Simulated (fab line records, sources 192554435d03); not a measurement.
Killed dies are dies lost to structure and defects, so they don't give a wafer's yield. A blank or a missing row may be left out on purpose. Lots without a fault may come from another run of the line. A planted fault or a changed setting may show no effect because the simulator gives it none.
Which tool did it? | flow n5_finfet | 10 lots, 30 wafers sampled, at 1 step of a route of 1938

WHAT THE GAUGES READ, wafer by wafer
N5_BEOL_M4_RC_MEAS_101. Usual: DIBL_N 36.4 mV/V, standard deviation 2; DIBL_P 36.1 mV/V, standard deviation 2.5; IOFF_N 0.16 nA/um, standard deviation 0.037; IOFF_P 0.20 nA/um, standard deviation 0.038; ION_N 670 uA/um, standard deviation 13; ION_P 459 uA/um, standard deviation 8.3; SS_N 71.6 mV/dec, standard deviation 0.69; SS_P 73.3 mV/dec, standard deviation 0.72; VT_N 250 mV, standard deviation 3.4; VT_P -251 mV, standard deviation 3.1.
lot  | measured     | on        | DIBL_N (mV/V)  | DIBL_P (mV/V)  | IOFF_N (nA/um) | IOFF_P (nA/um) | ION_N (uA/um) | ION_P (uA/um) | SS_N (mV/dec)  | SS_P (mV/dec)  | VT_N (mV)   | VT_P (mV)      | flag
L474 | day 8 09:23  | prober-02 | 39.1 42.8 39.8 | 41.0 44.9 39.7 | 0.19 0.27 0.20 | 0.25 0.32 0.21 | 673 691 665   | 457 466 449   | 72.4 72.8 72.5 | 73.9 75.0 73.8 | 251 246 248 | -250 -248 -252 |
L477 | day 8 22:14  | prober-01 | 34.4 32.4 35.2 | 35.5 31.9 36.7 | 0.13 0.10 0.15 | 0.21 0.16 0.22 | 640 650 673   | 448 450 462   | 71.0 69.9 70.7 | 73.1 72.2 72.9 | 254 256 248 | -250 -253 -248 |
L478 | day 9 03:44  | prober-01 | 34.9 39.3 35.5 | 34.7 39.6 34.9 | 0.13 0.22 0.14 | 0.16 0.25 0.16 | 665 680 663   | 454 461 449   | 70.6 72.3 71.7 | 72.8 73.9 73.0 | 255 249 251 | -254 -249 -255 |
L480 | day 9 08:49  | prober-01 | 39.1 37.8 33.6 | 39.1 37.3 33.6 | 0.22 0.18 0.12 | 0.26 0.23 0.18 | 677 688 665   | 466 466 458   | 72.4 71.4 70.8 | 74.1 74.0 73.1 | 244 250 250 | -248 -249 -251 |
L485 | day 10 20:03 | prober-01 | 37.7 36.1 38.8 | 36.5 35.0 37.2 | 0.17 0.15 0.21 | 0.21 0.20 0.25 | 657 664 681   | 454 457 464   | 72.8 71.1 72.5 | 74.1 73.9 74.4 | 248 248 245 | -252 -251 -251 |
L487 | day 11 03:53 | prober-01 | 36.4 39.1 36.8 | 34.2 36.0 34.2 | 0.14 0.18 0.14 | 0.20 0.22 0.22 | 664 668 670   | 454 456 467   | 70.9 71.5 71.6 | 73.3 73.7 73.4 | 250 246 252 | -251 -249 -248 |
L488 | day 11 10:58 | prober-02 | 39.1 34.5 38.9 | 39.9 33.9 38.1 | 0.23 0.13 0.21 | 0.28 0.17 0.23 | 689 662 670   | 468 451 459   | 72.3 71.2 72.5 | 74.1 72.6 73.4 | 244 250 247 | -245 -253 -250 |
L490 | day 12 07:19 | prober-02 | 37.8 38.4 37.0 | 36.1 36.1 35.6 | 0.15 0.17 0.15 | 0.22 0.22 0.22 | 676 679 685   | 467 465 476   | 72.1 72.0 71.7 | 73.2 73.1 73.2 | 249 250 249 | -249 -248 -250 |
L493 | day 13 09:29 | prober-02 | 35.5 34.2 37.4 | 35.2 34.1 36.8 | 0.15 0.12 0.19 | 0.21 0.18 0.22 | 669 669 668   | 460 459 456   | 72.0 71.5 73.1 | 72.5 72.3 73.3 | 250 255 247 | -250 -251 -249 |
L494 | day 13 12:19 | prober-02 | 35.4 37.1 35.8 | 36.3 36.9 36.5 | 0.14 0.15 0.14 | 0.18 0.18 0.18 | 678 657 663   | 464 441 458   | 70.8 71.9 71.3 | 73.9 73.3 73.5 | 252 253 250 | -254 -256 -256 |

WHICH TOOL RAN EACH LOT (tool, then ch and the chambers of the sampled wafers, then the start)
The record holds no process step before these readings.

WHAT THE TOOLS THEMSELVES READ (means of the sampled wafers that have a number; where no wafer has one, the mark that the record gives instead)
The record holds no such reading with a usual standard deviation.

THE ANSWER, worked out from the rows above alone
Rule: a lot is off if the mean of its wafers that have a number lies more than 3 standard deviations from the usual mean. A lot without any number at a reading at which 4 lots or more have one is off too. The other lots that the step has rows for count as sound. The gauges are gone through in route order, then the tools' own readings, and for those a lot's mean is taken as printed above. The first step at which some lot is off is used, and at that step the reading that is off furthest; a lot without a number counts as furthest.
No lot is off at any reading shown: from this, nothing can be told.

WHAT THE SIMULATOR HAD PUT IN
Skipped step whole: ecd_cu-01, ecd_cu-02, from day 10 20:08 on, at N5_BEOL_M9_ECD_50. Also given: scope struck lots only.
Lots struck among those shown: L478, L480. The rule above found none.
